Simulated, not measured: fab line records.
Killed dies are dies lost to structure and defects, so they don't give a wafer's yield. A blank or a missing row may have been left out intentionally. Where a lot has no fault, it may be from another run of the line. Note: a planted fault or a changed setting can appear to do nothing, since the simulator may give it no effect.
Problem report, 8D (eight disciplines) form, completed by code :: flow nand harc :: the parts of the form that need people (team, actions taken, sign-off) are left out

== 1. PROBLEM STATEMENT ==
killed dies at NHARC_END_SORT_01 reads a mean of 598 on 9 wafers of 3 lots; wafers without a fault read 60 with a standard deviation of 12. Measured from the usual mean, that is +45 standard deviations.
First seen on wafer L658.1, day 27 16:29, on prober-02. The record holds 9 wafers of 3 lots with a number at this step. Rule for "out" (also "out of limits"): further than 4 standard deviations from the usual mean. The rest of the wafers with a number are treated as sound.

== 2. WHAT IT IS AND WHAT IT IS NOT ==
question: which readings at this step
is: killed dies, killed at array
is not: -

question: which lots
is: L658, L661, L663
is not: -

question: which wafers of those lots
is: all that have a number
is not: -

question: read on which gauges
is: prober-01, prober-02
is not: -

question: when
is: from day 27 16:29
is not: up to then (0 sound wafers)

== 3. WHAT RULES OUT EACH SUSPECT ==
Counting: a tool at any process step up to the reading remains a suspect when it ran all the lots that are out and ran no sound lot after the first of those.
- the gauge at NHARC_END_SORT_01 is ruled out. Those wafers that are out were read across 2 gauges (prober-01, prober-02).
- pecvd-02 at NHARC_A_SGD_CUT_DEP_00 (deposits SiNx, target thk 50 nm): kept. It ran every lot that is out, first L658 (day 22 15:40), and no sound lot after that.
The count leaves pecvd-02 at NHARC_A_SGD_CUT_DEP_00.

== 4. THE CAUSE (what the simulator had put in) ==
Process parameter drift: pecvd-02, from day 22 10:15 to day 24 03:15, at NHARC_A_SGD_CUT_DEP_00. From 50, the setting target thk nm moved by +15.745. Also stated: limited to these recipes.
This tool alone remained once counting was done.

== 5. THE EFFECT CHAIN, in route order ==
One row per reading whose mean, taken over the struck wafers that have a number, lies over 3 standard deviations from the usual. Only readings whose record carries a usual standard deviation are examined. hours: median over the lots of the time between each lot's start at the first step of this table that gives one and its start at this step. sigmas: the change, counted in usual standard deviations.
hours: 0
step: NHARC_END_SORT_01
reading: killed at array
usual: 55
on struck wafers: 590
change: +535
sigmas: +45

hours: 0
step: NHARC_END_SORT_01
reading: killed dies
usual: 60
on struck wafers: 598
change: +538
sigmas: +45

== 6. HOW IT WOULD HAVE BEEN CAUGHT EARLIER ==
Counted from the fault's start at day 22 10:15, it took 126 hours until the first out-of-limits reading at a measuring or inspecting step in this record, taken at day 27 16:29.
Of the tool readings at NHARC_A_SGD_CUT_DEP_00 for which the record gives a usual standard deviation, none was out on any struck wafer, so an alarm limit of 4 standard deviations on them would not have fired.
All the lots that are out (3) had begun NHARC_A_SGD_CUT_DEP_00 on pecvd-02 by day 27 16:29. Tool hold at that time: it would have spared none of them.
